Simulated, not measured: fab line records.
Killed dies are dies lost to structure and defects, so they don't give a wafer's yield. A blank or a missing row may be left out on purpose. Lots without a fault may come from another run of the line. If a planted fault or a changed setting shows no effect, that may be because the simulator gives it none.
Matching of chambers -- flow n5_finfet -- 4 sister chambers for N5_BEOL_M0_SAQP_SPACER1_ALD_98 on ald_sin-02
The step deposits SiO2, target thk 12.8 nm, pulse time 1 s, purge time 2 s. 4 wafers are shown with their chamber, then 7 later ones without.

## WAFERS WITH THEIR CHAMBER
wafer,chamber,heater_power_w (W)
L352.4,3,511
L352.5,1,435
L353.1,2,470
L353.2,0,470

## WAFERS WHOSE CHAMBER IS MISSING
wafer,heater_power_w (W)
L353.4,438
L354.1,497
L354.4,473
L354.5,518
L356.2,519
L356.3,480
L356.6,515

## WHICH CHAMBER EACH WENT THROUGH
wafer,from the rows above,in truth
L353.4,1,1
L354.1,can't be placed: 3 or 0 or 2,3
L354.4,can't be placed: 0 or 2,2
L354.5,3,3
L356.2,3,3
L356.3,can't be placed: 0 or 2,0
L356.6,3,3
Placed correctly: 4 of 7. From these rows, 3 cannot be placed; in 3 the true chamber is one of the candidates. Wrongly placed: 0.
How it was worked out, from the rows above alone: a wafer's distance from a chamber is the root of the sum, over the readings, of the square of ((its reading less the chamber's mean) divided by the reading's scatter). If the next closest chamber is less than 2 further off than the closest, the wafer can't be placed; otherwise it belongs to the closest. A chamber's mean is the mean of its shown wafers. The scatter: root of mean squared gap, hidden wafer to nearest shown wafer, with one shown wafer a chamber.
